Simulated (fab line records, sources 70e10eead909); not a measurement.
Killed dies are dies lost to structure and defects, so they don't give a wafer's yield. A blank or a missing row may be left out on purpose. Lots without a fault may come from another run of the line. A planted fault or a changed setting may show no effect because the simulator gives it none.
Which tool did it? | flow nand_harc | 12 lots, 36 wafers sampled, at 1 step of a route of 1159

WHAT THE GAUGES READ, wafer by wafer
NHARC_P_M1_CD_MEAS_16.
lot  | measured     | on        | cd_nm (nm)
L077 | day 6 16:47  | cd_sem-01 | 130.2 130.3 130.3
L075 | day 6 22:21  | cd_sem-02 | 130.2 129.6 130.1
L079 | day 7 06:40  | cd_sem-03 | 129.8 129.9 130.7
L082 | day 7 18:08  | cd_sem-01 | 129.8 130.8 130.6
L084 | day 8 05:49  | cd_sem-03 | 130.1 129.4 129.1
L086 | day 9 10:11  | cd_sem-02 | 130.6 130.9 130.3
L085 | day 9 11:23  | cd_sem-02 | 130.6 130.4 129.8
L088 | day 9 17:38  | cd_sem-03 | 129.7 129.5 130.3
L092 | day 10 07:19 | cd_sem-02 | 130.0 130.1 130.0
L093 | day 10 22:04 | cd_sem-02 | 129.3 130.0 129.9
L095 | day 11 05:43 | cd_sem-03 | 130.2 129.3 129.5
L097 | day 11 16:23 | cd_sem-03 | 128.5 129.2 129.1

WHICH TOOL RAN EACH LOT (tool, then ch and the chambers of the sampled wafers, then the start)
The record holds no process step before these readings.

THE ANSWER, worked out from the rows above alone
Rule: what is usual is taken from the lots themselves. Put in order of their means at a reading, lots are off if they are a third of the lots or fewer, leave a main group of 4 or more, and stand apart from it by a gap of 3 or more times the standard deviation of the main group's means; of several such gaps the widest counts. A main group whose means are all the same, to the digits that the tables above print for the reading, isn't used. A lot without any number at a reading at which 4 lots or more have one is off too. The other lots that the step has rows for count as sound.
No lot is off at any reading shown: from this, nothing can be told.

WHAT THE SIMULATOR HAD PUT IN
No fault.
